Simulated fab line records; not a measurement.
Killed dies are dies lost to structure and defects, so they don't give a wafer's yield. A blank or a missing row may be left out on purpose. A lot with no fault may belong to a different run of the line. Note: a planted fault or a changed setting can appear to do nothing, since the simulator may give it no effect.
Chamber matching    flow nand harc    4 sister chambers for NHARC_A_STAIRCASE_CMP_152 on cmp-04
The step polishes. 15 wafers are shown with their chamber, then 7 later ones without.

## EACH WAFER AND ITS CHAMBER
wafer   chamber  motor current A (A)  retaining ring pressure frac  edge zone pressure frac
L076.2  3        14.1                 0.992                         1.004
L081.2  1        13.2                 0.997                         0.991
L081.3  3        13.9                 1.004                         1.004
L080.1  3        13.9                 0.998                         0.995
L080.3  1        13.0                 1.007                         0.997
L082.1  2        13.3                 1.001                         1.002
L082.2  0        10.3                 1.007                         1.001
L083.2  1        12.9                 0.998                         1.007
L083.4  2        12.4                 1.001                         0.994
L086.1  1        12.5                 1.002                         0.994
L086.3  3        13.9                 1.000                         1.000
L086.4  0        10.6                 1.000                         0.997
L089.1  0        10.1                 1.001                         1.002
L089.3  2        13.0                 0.999                         1.008
L090.2  2        13.2                 1.005                         1.000

SIGNATURES (means of the wafers above)
reading                       chamber 0  chamber 1  chamber 2  chamber 3  scatter within a chamber
motor current A               10.333     12.900     12.975     13.950     0.287
retaining ring pressure frac  1.00267    1.00100    1.00150    0.99850    0.0041
edge zone pressure frac       1.00000    0.99725    1.00100    1.00075    0.00534
Rule: a wafer lies at a distance from a chamber equal to the root of the sum of squares, over the readings, of (its reading less the chamber's mean, divided by the reading's scatter). The wafer belongs to the nearest chamber; if the next one is less than 2 further off, it can't be placed. The scatter: the root of (the sum of the squares of (reading less its chamber's mean) over the shown wafers, divided by (wafers less chambers)).

## WAFERS WITHOUT THEIR CHAMBER
wafer   motor current A (A)  retaining ring pressure frac  edge zone pressure frac
L090.3  13.6                 0.996                         1.004
L092.4  12.9                 1.004                         1.000
L094.1  14.2                 0.997                         1.000
L094.3  10.5                 0.997                         0.998
L094.4  12.6                 1.002                         1.004
L097.1  14.0                 1.002                         0.993
L097.2  12.6                 1.005                         1.004

## WHICH CHAMBER EACH ONE RAN IN
wafer   from the rows above           in truth
L090.3  can't be placed: 3 or 2 or 1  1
L092.4  can't be placed: 2 or 1       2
L094.1  3                             3
L094.3  0                             0
L094.4  can't be placed: 2 or 1       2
L097.1  3                             3
L097.2  can't be placed: 2 or 1       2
Placed correctly: 3 of 7. Not placeable from these rows: 4 (in 4, the candidates include the true chamber). Wrongly placed: 0.
